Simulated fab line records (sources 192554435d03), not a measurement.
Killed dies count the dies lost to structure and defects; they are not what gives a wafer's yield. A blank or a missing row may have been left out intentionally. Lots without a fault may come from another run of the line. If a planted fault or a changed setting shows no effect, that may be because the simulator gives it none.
One fault through the eyes of 2 desks	flow n5 finfet	numbers are kept per desk, each desk with only its own; the story behind them comes last

## THE TOOL OWNER'S DESK: rie diel-06
The tool's own readings at N5_MOL_CONTACT_COAG_VIA_ETCH_46 (etches SiO2 in C4F6/O2, target depth 46 nm, overetch 9.2 nm, time 40 s): means of the sampled wafers that have a number, for each lot that ran on this tool. Marked OUT: a lot whose mean sits more than 4 standard deviations from the usual mean, which makes it out of limits; the brackets give that distance.
Columns: A = bias w at N5_MOL_CONTACT_COAG_VIA_ETCH_46, usual 454.9 W; B = drypump motor current A at N5_MOL_CONTACT_COAG_VIA_ETCH_46, usual 5.6 A; C = oes product au at N5_MOL_CONTACT_COAG_VIA_ETCH_46, usual 0.70 a.u.; D = rf vpp V at N5_MOL_CONTACT_COAG_VIA_ETCH_46, usual 1570 V; E = showerhead plenum p Torr at N5_MOL_CONTACT_COAG_VIA_ETCH_46, usual 2.86 Torr; F = throttle valve pct at N5_MOL_CONTACT_COAG_VIA_ETCH_46, usual 40.8 %
lot	first seen here	A	B	C	D	E	F
L415	day 5 08:43	453.7	5.2	0.70	1607	2.85	40.0
L423	day 7 02:22	478.7 (+16) OUT	5.4	0.78	1659	2.81	40.4
L424	day 7 09:53	477.3 (+15) OUT	5.1	0.71	1617	2.89	40.8
L436	day 10 10:44	454.5	5.1	0.79	1606	2.81	40.5
L438	day 10 22:40	455.9	5.1	0.79	1606	2.81	40.6
Finding of this desk: L423, L424 out of limits; the first was L423 at day 7 02:22, on bias w at N5_MOL_CONTACT_COAG_VIA_ETCH_46. Within limits: L415, L436, L438.

## THE METROLOGY DESK
What the gauges read for every lot (on any tool): the sampled wafers with a number, averaged. Marked OUT: a lot whose mean sits more than 4 standard deviations from the usual mean, which makes it out of limits; the brackets give that distance. 7 of its 10 readings are shown, namely those furthest out on some lot.
Columns: A = DIBL_N at N5_BEOL_M4_RC_MEAS_101, usual 36.5 mV/V; B = DIBL_P at N5_BEOL_M4_RC_MEAS_101, usual 36.9 mV/V; C = IOFF_N at N5_BEOL_M4_RC_MEAS_101, usual 0.17 nA/um; D = IOFF_P at N5_BEOL_M4_RC_MEAS_101, usual 0.22 nA/um; E = ION_P at N5_BEOL_M4_RC_MEAS_101, usual 461 uA/um; F = SS_P at N5_BEOL_M4_RC_MEAS_101, usual 73.5 mV/dec; G = VT_P at N5_BEOL_M4_RC_MEAS_101, usual -250 mV
lot	first seen here	A	B	C	D	E	F	G
L415	day 8 10:38	33.9	33.9	0.11	0.15	453	72.0	-257
L422	day 10 03:28	35.7	34.8	0.14	0.22	457	73.5	-247
L424	day 10 18:16	40.2	40.1	0.24	0.32	475	74.3	-245
L423	day 11 02:48	35.9	35.3	0.14	0.19	448	73.3	-254
L434	day 13 09:28	35.5	35.8	0.15	0.18	449	73.2	-252
L435	day 14 03:44	37.9	37.7	0.23	0.31	482	73.8	-240
L437	day 14 05:49	37.1	37.9	0.16	0.22	462	73.9	-251
L436	day 14 06:13	37.0	35.8	0.14	0.20	448	73.4	-252
L438	day 15 04:48	41.2	43.5	0.26	0.31	464	74.8	-245
This desk found nothing out of limits on any of the 9 lots.

## TAKEN TOGETHER
On L423, L424, at day 7 02:22, an alarm was possible from the tool owner's desk.
From the metrology desk's view, nothing was out of limits.
The metrology desk has L423, L424 on record, within its limits.
On rie diel-06, each named lot ran N5_MOL_CONTACT_COAG_VIA_ETCH_46.

## WHAT WAS PUT IN BY THE SIMULATOR
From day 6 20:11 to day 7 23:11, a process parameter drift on rie diel-06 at N5_MOL_CONTACT_COAG_VIA_ETCH_46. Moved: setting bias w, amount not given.
Lots struck among those shown: L423, L424.
Time in hours from fault onset to the first out-of-limits reading at each desk: the tool owner's desk, 6.
